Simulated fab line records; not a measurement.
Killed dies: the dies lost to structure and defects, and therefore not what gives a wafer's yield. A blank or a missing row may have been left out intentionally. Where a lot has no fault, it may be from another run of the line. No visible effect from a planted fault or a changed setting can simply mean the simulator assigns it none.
The tool behind it: which one? :: flow nandHarc :: 14 lots with 42 wafers sampled at 5 steps, on a route of 1302 steps

WHAT THE GAUGES SHOWED, per wafer
NHARC_THIN_TSV_CD_MEAS_33 targets a cd of 5000 nm.
lot: L791
measured: day 24 06:03
on: cdSem-02
cdNm (nm): 5000.2 4998.6 4998.7

lot: L794
measured: day 24 23:52
on: cdSem-01
cdNm (nm): 4999.0 4997.6 4998.9

lot: L795
measured: day 26 00:44
on: cdSem-03
cdNm (nm): 4999.7 5001.8 4999.1

lot: L799
measured: day 28 17:16
on: cdSem-02
cdNm (nm): 5001.1 5000.4 5000.0

lot: L801
measured: day 28 16:11
on: cdSem-02
cdNm (nm): 4999.5 5001.4 4999.3

lot: L803
measured: day 29 09:23
on: cdSem-02
cdNm (nm): 5000.5 4999.4 5002.2

lot: L805
measured: day 29 08:11
on: cdSem-01
cdNm (nm): 4998.2 4996.6 4999.2

lot: L804
measured: day 31 13:50
on: cdSem-03
cdNm (nm): 4998.9 4996.8 5000.8

lot: L807
measured: day 31 05:22
on: cdSem-01
cdNm (nm): 4998.5 5000.5 5000.8

lot: L808
measured: day 31 10:05
on: cdSem-03
cdNm (nm): 4999.9 5002.6 4999.8

lot: L809
measured: day 32 08:41
on: cdSem-02
cdNm (nm): 4999.3 4997.9 4999.5

lot: L813
measured: day 32 18:07
on: cdSem-03
cdNm (nm): 4998.4 4999.3 4997.8

lot: L812
measured: day 32 22:35
on: cdSem-02
cdNm (nm): 4999.9 5001.0 5003.0

lot: L814
measured: day 33 13:41
on: cdSem-03
cdNm (nm): 4998.7 4996.4 4998.4

NHARC_END_SORT_01.
lot: L794
measured: day 25 10:07
on: prober-01
killedAtArray: 19 22 17
killedAtOther: 1 0 1
killedAtPeriphery: 175 202 198
killedDies: 195 224 216
killedOpen: 1 2 3
killedShort: 4 1 3

lot: L795
measured: day 26 13:04
on: prober-01
killedAtArray: 74 64 54
killedAtOther: 2 3 4
killedAtPeriphery: 224 197 222
killedDies: 300 264 280
killedOpen: 2 1 5
killedShort: 7 2 2

lot: L799
measured: day 29 09:04
on: prober-02
killedAtArray: 47 39 46
killedAtOther: 3 2 3
killedAtPeriphery: 137 139 140
killedDies: 187 180 189
killedOpen: 3 2 3
killedShort: 1 1 2

TOOL THAT RAN EACH LOT (tool first, then ch and the chambers of the sampled wafers, then the start)
lot: L791
NHARC_P_GATE_EXPOSE_43: krfScanner-01 ch 0, day 5 09:44
NHARC_THIN_TSV_DEP_43: pecvd-02 ch 0,1,2, day 23 23:28
NHARC_THIN_TSV_DEGAS_53: pvdSputter-01, day 24 05:02

lot: L794
NHARC_P_GATE_EXPOSE_43: krfScanner-01 ch 0, day 6 15:07
NHARC_THIN_TSV_DEP_43: pecvd-04 ch 0,2, day 24 17:05
NHARC_THIN_TSV_DEGAS_53: pvdSputter-03, day 24 22:43

lot: L795
NHARC_P_GATE_EXPOSE_43: krfScanner-01 ch 0, day 7 07:53
NHARC_THIN_TSV_DEP_43: pecvd-04 ch 0,1, day 25 18:00
NHARC_THIN_TSV_DEGAS_53: pvdSputter-01, day 25 23:43

lot: L799
NHARC_P_GATE_EXPOSE_43: krfScanner-01 ch 0, day 9 04:22
NHARC_THIN_TSV_DEP_43: pecvd-03 ch 0,1,2, day 28 10:32
NHARC_THIN_TSV_DEGAS_53: pvdSputter-03, day 28 16:08

lot: L801
NHARC_P_GATE_EXPOSE_43: krfScanner-04 ch 0, day 10 01:19
NHARC_THIN_TSV_DEP_43: pecvd-04 ch 1,2, day 28 09:17
NHARC_THIN_TSV_DEGAS_53: pvdSputter-02, day 28 15:10

lot: L803
NHARC_P_GATE_EXPOSE_43: krfScanner-03 ch 0, day 11 13:17
NHARC_THIN_TSV_DEP_43: pecvd-04 ch 0,1, day 29 02:43
NHARC_THIN_TSV_DEGAS_53: pvdSputter-02, day 29 08:14

lot: L805
NHARC_P_GATE_EXPOSE_43: krfScanner-04 ch 0, day 11 14:42
NHARC_THIN_TSV_DEP_43: pecvd-04 ch 0,2, day 29 01:31
NHARC_THIN_TSV_DEGAS_53: pvdSputter-01, day 29 07:04

lot: L804
NHARC_P_GATE_EXPOSE_43: krfScanner-03 ch 0, day 11 19:46
NHARC_THIN_TSV_DEP_43: pecvd-04 ch 0,1,2, day 31 07:05
NHARC_THIN_TSV_DEGAS_53: pvdSputter-01, day 31 12:41

lot: L807
NHARC_P_GATE_EXPOSE_43: krfScanner-04 ch 0, day 12 15:26
NHARC_THIN_TSV_DEP_43: pecvd-04 ch 0,1, day 30 22:55
NHARC_THIN_TSV_DEGAS_53: pvdSputter-01, day 31 04:23

lot: L808
NHARC_P_GATE_EXPOSE_43: krfScanner-04 ch 0, day 12 17:17
NHARC_THIN_TSV_DEP_43: pecvd-04 ch 1,2, day 31 03:20
NHARC_THIN_TSV_DEGAS_53: pvdSputter-01, day 31 08:58

lot: L809
NHARC_P_GATE_EXPOSE_43: krfScanner-03 ch 0, day 13 06:34
NHARC_THIN_TSV_DEP_43: pecvd-04 ch 0,1, day 32 01:59
NHARC_THIN_TSV_DEGAS_53: pvdSputter-01, day 32 07:34

lot: L813
NHARC_P_GATE_EXPOSE_43: krfScanner-04 ch 0, day 14 13:28
NHARC_THIN_TSV_DEP_43: pecvd-03 ch 0,1, day 32 11:24
NHARC_THIN_TSV_DEGAS_53: pvdSputter-03, day 32 17:04

lot: L812
NHARC_P_GATE_EXPOSE_43: krfScanner-03 ch 0, day 14 14:13
NHARC_THIN_TSV_DEP_43: pecvd-04 ch 1,2, day 32 15:39
NHARC_THIN_TSV_DEGAS_53: pvdSputter-03, day 32 21:33

lot: L814
NHARC_P_GATE_EXPOSE_43: krfScanner-03 ch 0, day 14 23:43
NHARC_THIN_TSV_DEP_43: pecvd-03 ch 1,2, day 33 07:06
NHARC_THIN_TSV_DEGAS_53: pvdSputter-01, day 33 12:41
- NHARC_P_GATE_EXPOSE_43: exposes mask P NSD, target cd 720 nm.
- NHARC_THIN_TSV_DEP_43: deposits SiO2, target thk 1328.5 nm.
- NHARC_THIN_TSV_DEGAS_53: time 60 s.

WHAT THE TOOLS THEMSELVES READ (means of the sampled wafers that have a number; where no wafer has one, the mark that the record gives instead)
NHARC_THIN_TSV_DEP_43.
lot: L791
tool: pecvd-02
throttleValvePct (%): 16.5

lot: L794
tool: pecvd-04
throttleValvePct (%): 16.2

lot: L795
tool: pecvd-04
throttleValvePct (%): 16.5

lot: L799
tool: pecvd-03
throttleValvePct (%): 15.5

lot: L801
tool: pecvd-04
throttleValvePct (%): 15.8

lot: L803
tool: pecvd-04
throttleValvePct (%): 16.2

lot: L805
tool: pecvd-04
throttleValvePct (%): 16.6

lot: L804
tool: pecvd-04
throttleValvePct (%): 16.2

lot: L807
tool: pecvd-04
throttleValvePct (%): 16.6

lot: L808
tool: pecvd-04
throttleValvePct (%): 15.9

lot: L809
tool: pecvd-04
throttleValvePct (%): 16.8

lot: L813
tool: pecvd-03
throttleValvePct (%): 16.3

lot: L812
tool: pecvd-04
throttleValvePct (%): 15.8

lot: L814
tool: pecvd-03
throttleValvePct (%): 15.7

NHARC_THIN_TSV_DEGAS_53.
lot: L791
tool: pvdSputter-01
heaterPowerW (W): 524

lot: L794
tool: pvdSputter-03
heaterPowerW (W): 461

lot: L795
tool: pvdSputter-01
heaterPowerW (W): 532

lot: L799
tool: pvdSputter-03
heaterPowerW (W): 436

lot: L801
tool: pvdSputter-02
heaterPowerW (W): 449

lot: L803
tool: pvdSputter-02
heaterPowerW (W): 453

lot: L805
tool: pvdSputter-01
heaterPowerW (W): 532

lot: L804
tool: pvdSputter-01
heaterPowerW (W): 513

lot: L807
tool: pvdSputter-01
heaterPowerW (W): 529

lot: L808
tool: pvdSputter-01
heaterPowerW (W): 502

lot: L809
tool: pvdSputter-01
heaterPowerW (W): 513

lot: L813
tool: pvdSputter-03
heaterPowerW (W): 472

lot: L812
tool: pvdSputter-03
heaterPowerW (W): 471

lot: L814
tool: pvdSputter-01
heaterPowerW (W): 487

THE ANSWER, worked out from the rows above alone
Rule: what is usual is taken from the lots themselves. Put in order of their means at a reading, lots are off if they are a third of the lots or fewer, leave a main group of 4 or more, and stand apart from it by a gap of 3 or more times the standard deviation of the main group's means; of several such gaps the widest counts. A main group whose means are all the same, to the digits that the tables above print for the reading, isn't used. A lot without any number at a reading at which 4 lots or more have one is off too. Where the step has rows for the other lots, those lots are counted as sound. Order of review: gauges by route order, followed by the tools' own readings, for which a lot's mean as printed above is used. The first step at which some lot is off is used, and at that step the reading that is off furthest; a lot without a number counts as furthest.
None of the lots is off at any reading shown; this tells nothing.

WHAT HAD BEEN PUT IN BY THE SIMULATOR
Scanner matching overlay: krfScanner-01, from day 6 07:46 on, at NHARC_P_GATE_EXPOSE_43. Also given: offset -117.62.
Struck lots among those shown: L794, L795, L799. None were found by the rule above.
